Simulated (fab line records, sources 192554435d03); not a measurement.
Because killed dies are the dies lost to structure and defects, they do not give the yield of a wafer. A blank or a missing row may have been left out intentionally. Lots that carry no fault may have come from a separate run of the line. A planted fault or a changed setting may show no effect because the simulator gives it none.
Split-lot experiment    flow n5Finfet    route with 1938 steps; 7 lots, 21 wafers read

== SPLIT DETAILS ==
At N5_WELL_APT_EXPOSE_05 (exposes mask NWELL, defocus 0 nm, target cd 200 nm), the setting doseMj was moved away from the recipe's 20.3 on 9 of the 21 wafers read, by -5.9% to +6.8%. The other wafers ran this setting at the recipe's value.

== FROM THE SPLIT TO THE READING: what the file shows between them, 3 steps ==
- N5_WELL_APT_PEB_06: peb time 90 s
- N5_WELL_APT_DEVELOP_07: develop time 45 s
- N5_WELL_APT_HARDBAKE_12: time 120 s

== THE READING ==
Shown in nm: cdNm at N5_WELL_APT_CD_MEAS_08, with target cd 200 nm. A value of 200.2 nm with a standard deviation of 1.7 nm is what fault-free wafers of this fab line usually give.

wafer   tool, chamber at the split  doseMj as run  against the recipe  cdNm, nm  against lot-mates on the recipe
L074.1  krfScanner-01, 0            20.3           recipe              201.5     -
L074.3  krfScanner-01, 0            21.34          +5.1%               208.3     +6.6
L074.5  krfScanner-01, 0            20.3           recipe              201.9     -
L077.3  krfScanner-01, 0            20.3           recipe              200.3     -
L077.4  krfScanner-01, 0            19.47          -4.1%               196.2     -4.1
L077.6  krfScanner-01, 0            19.47          -4.1%               194.1     -6.2
L080.2  krfScanner-01, 0            20.3           recipe              200.0     -
L080.4  krfScanner-01, 0            20.3           recipe              197.2     -
L080.6  krfScanner-01, 0            20.3           recipe              198.1     -
L082.1  krfScanner-01, 0            19.52          -3.8%               191.5     -8.8
L082.2  krfScanner-01, 0            20.3           recipe              201.0     -
L082.6  krfScanner-01, 0            20.3           recipe              199.5     -
L084.2  krfScanner-02, 0            20.3           recipe              203.9     -
L084.4  krfScanner-02, 0            20.3           recipe              203.8     -
L084.6  krfScanner-02, 0            20.3           recipe              201.2     -
L091.2  krfScanner-02, 0            19.11          -5.9%               188.6     -10.5
L091.3  krfScanner-02, 0            20.3           recipe              199.1     -
L091.4  krfScanner-02, 0            19.11          -5.9%               190.9     -8.2
L094.1  krfScanner-02, 0            21.68          +6.8%               211.9     no lot-mate on the recipe
L094.2  krfScanner-02, 0            21.68          +6.8%               209.8     no lot-mate on the recipe
L094.3  krfScanner-02, 0            21.68          +6.8%               210.1     no lot-mate on the recipe

THE FIT
A straight line over all 21 wafers: cdNm changes by +1.6 nm for each +1% of doseMj; r = +0.96; the points scatter about the line by 1.9 nm.
The same after taking each lot's own level away (the mean of its wafers on the recipe; 18 wafers): +1.51 nm for each +1%; r = +0.96; scatter 1.3 nm.
That fit puts the effect of the largest move of doseMj on the reading at 10 nm.
Across the lots, their own levels run from 198.43 to 202.97 nm, a range of 2.7 times the standard deviation given above.
Consequently the slope shifts little with the lot-to-lot level, the two slopes agreeing.
Check: -8.54 nm against its lot-mates is what the line predicts for one of the wafers moved furthest among these (-5.9%) when that wafer is left out of the fit. Against them it came out at -10.5 nm.

== THE OTHER SPLITS THESE WAFERS WENT THROUGH ==
Other splits were also applied to these wafers ahead of the reading. Each is held against what the fit with the lots' levels taken away leaves over:
other split on the same wafers  wafers away from the commonest value  r with cdNm (lot level and that fit taken away)
N5_WELL_APT_COAT_02 spinRpm     5                                     +0.00

== THE WHOLE CHAIN: every reading that the file lists as answering this split, in the file's order ==
step                    what it does              reading                                                         change (the file's fit)               r (the file's)
N5_WELL_APT_CD_MEAS_08  target cd 200 nm          cdNm                                                            +1.55 nm for each +1% of the setting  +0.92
N5_WELL_APT_DESCUM_13   chemistry O2, time 7.9 s  WELL_APT.cdNm (the simulator's own value, which no gauge read)  +1.53 nm for each +1% of the setting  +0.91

== FILE'S OWN FIT ==
cdNm changes by +1.55 nm for each +1% of doseMj, r = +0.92.
